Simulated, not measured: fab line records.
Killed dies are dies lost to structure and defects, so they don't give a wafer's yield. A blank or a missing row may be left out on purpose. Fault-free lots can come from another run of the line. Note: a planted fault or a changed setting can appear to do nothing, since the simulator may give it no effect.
Lot-split experiment    flow n5Finfet    route with 1938 steps; 7 lots, 21 wafers read

== THE SPLIT ==
At N5_MOL_CONTACT_COAG_ALD_133 (deposits SiO2, target thk 5 nm, pulse time 1 s, co reactant pulse time 1 s), the setting aldCycles was moved away from the recipe's 35 on 8 of the 21 wafers read, by -14.3% to -5.7%. The other wafers ran this setting at the recipe's value.

The reading comes from the split's own step.

== THE READING ==
SiO2_of_MOL_CONTACT_COAG_ALD_133.thkNm (the simulator's own value, which no gauge read), in nm, at N5_MOL_CONTACT_COAG_ALD_133 (deposits SiO2, target thk 5 nm, pulse time 1 s, co reactant pulse time 1 s). No usual value for it is given in the file.

wafer   tool, chamber at the split  aldCycles as run  against the recipe  SiO2_of_MOL_CONTACT_COAG_ALD_133.thkNm, nm  against lot-mates on the recipe
L074.2  aldSin-01, 0,2,1            35                recipe              5                                           -
L074.5  aldSin-01, 0,2,1            35                recipe              5                                           -
L074.6  aldSin-01, 0,2,1            35                recipe              5                                           -
L079.1  aldSin-01, 3,1              33                -5.7%               4.8                                         -0.2
L079.6  aldSin-01, 3,1              33                -5.7%               4.8                                         -0.2
L079.2  aldSin-01, 2                35                recipe              5                                           -
L080.1  aldSin-02, 0                30                -14.3%              4.2                                         -0.8
L080.5  aldSin-02, 0                30                -14.3%              4.2                                         -0.8
L080.4  aldSin-02, 3                35                recipe              5                                           -
L084.1  aldSin-03, 0,3              35                recipe              5                                           -
L084.3  aldSin-03, 0,3              35                recipe              5                                           -
L084.6  aldSin-03, 0                32                -8.6%               4.6                                         -0.4
L087.4  aldSin-02, 1                33                -5.7%               4.8                                         -0.2
L087.5  aldSin-02, 2                33                -5.7%               4.6                                         -0.4
L087.6  aldSin-02, 1                35                recipe              5                                           -
L088.2  aldSin-01, 2,3,2            35                recipe              5                                           -
L088.4  aldSin-01, 2,3,2            35                recipe              5                                           -
L088.5  aldSin-01, 2,3,2            35                recipe              5                                           -
L091.1  aldSin-02, 3                30                -14.3%              4.4                                         -0.6
L091.2  aldSin-02, 2,1              35                recipe              5                                           -
L091.4  aldSin-02, 2,1              35                recipe              5                                           -
When a row names more than one chamber, that row covers several wafers, and the file does not tell which wafer ran in which chamber.

THE FIT
A straight line over all 21 wafers: SiO2_of_MOL_CONTACT_COAG_ALD_133.thkNm changes by +0.0503 nm for each +1% of aldCycles; r = +0.98; the points scatter about the line by 0.058 nm.
The same after taking each lot's own level away (the mean of its wafers on the recipe; 21 wafers): +0.0503 nm for each +1%; r = +0.98; scatter 0.058 nm.
On that fit, the largest move of aldCycles shifts the reading by 0.72 nm.
The lots' own levels span 5.00 to 5.00 nm.
Consequently the slope shifts little with the lot-to-lot level, the two slopes agreeing.
Check: -0.682 nm against its lot-mates is what the line predicts for one of the wafers moved furthest among these (-14.3%) when that wafer is left out of the fit. It came out at -0.8 nm against them.

== THESE WAFERS: OTHER SPLITS ==
Note: prior to the reading, these wafers also went through further splits. Each is held against what the fit with the lots' levels taken away leaves over:
other split on the same wafers      wafers away from the commonest value  r with SiO2_of_MOL_CONTACT_COAG_ALD_133.thkNm (lot level and that fit taken away)
N5_MOL_CONTACT_COAG_PECVD_31 tempC  10                                    +0.01

== THE FILE'S OWN FIT ==
SiO2_of_MOL_CONTACT_COAG_ALD_133.thkNm changes by +0.0481 nm for each +1% of aldCycles, r = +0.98.
